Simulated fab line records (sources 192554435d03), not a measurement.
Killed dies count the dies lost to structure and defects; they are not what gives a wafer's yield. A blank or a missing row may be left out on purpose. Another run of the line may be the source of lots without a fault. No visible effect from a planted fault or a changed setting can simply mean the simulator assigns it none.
Chamber matching | flow n5_finfet | rie_diel-03 running N5_BEOL_M0_SAQP_STRIP_75: 4 sister chambers
The step strips in CF4. 8 wafers are shown with their chamber, then 11 later ones without.

WAFERS PAIRED WITH THEIR CHAMBERS
wafer  | chamber | showerhead_plenum_p_Torr (Torr) | throttle_valve_pct (%)
L079.3 | 1       | 1.84                            | 13.88
L079.5 | 1       | 1.84                            | 13.88
L081.2 | 3       | 1.84                            | 13.37
L081.4 | 2       | 1.71                            | 13.62
L082.3 | 0       | 1.86                            | 13.98
L082.4 | 3       | 1.84                            | 13.36
L082.6 | 0       | 1.86                            | 13.98
L083.1 | 2       | 1.70                            | 13.63

WAFERS WHOSE CHAMBER IS MISSING
wafer  | showerhead_plenum_p_Torr (Torr) | throttle_valve_pct (%)
L083.4 | 1.86                            | 13.99
L083.5 | 1.84                            | 13.37
L087.1 | 1.83                            | 13.39
L087.2 | 1.86                            | 14.01
L087.5 | 1.70                            | 13.66
L088.1 | 1.86                            | 14.02
L088.5 | 1.70                            | 13.66
L088.6 | 1.83                            | 13.40
L090.1 | 1.86                            | 14.03
L090.4 | 1.84                            | 13.35
L090.5 | 1.86                            | 14.02

WHICH CHAMBER EACH WENT THROUGH
wafer  | from the rows above | in truth
L083.4 | 0                   | 0
L083.5 | 3                   | 3
L087.1 | 3                   | 3
L087.2 | 0                   | 0
L087.5 | 2                   | 2
L088.1 | 0                   | 0
L088.5 | 2                   | 2
L088.6 | 3                   | 3
L090.1 | 0                   | 0
L090.4 | 3                   | 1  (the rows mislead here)
L090.5 | 0                   | 0
Correctly placed: 10 of 11. Number that these rows cannot place: 0. 1 placed wrongly.
How it was worked out, from the rows above alone: a wafer's distance from a chamber is the root of the sum, over the readings, of the square of ((its reading less the chamber's mean) divided by the reading's scatter). If the next closest chamber is less than 2 further off than the closest, the wafer can't be placed; otherwise it belongs to the closest. The mean given for a chamber averages the wafers shown for that chamber. The scatter: the root of (the sum of the squares of (reading less its chamber's mean) over the shown wafers, divided by (wafers less chambers)).
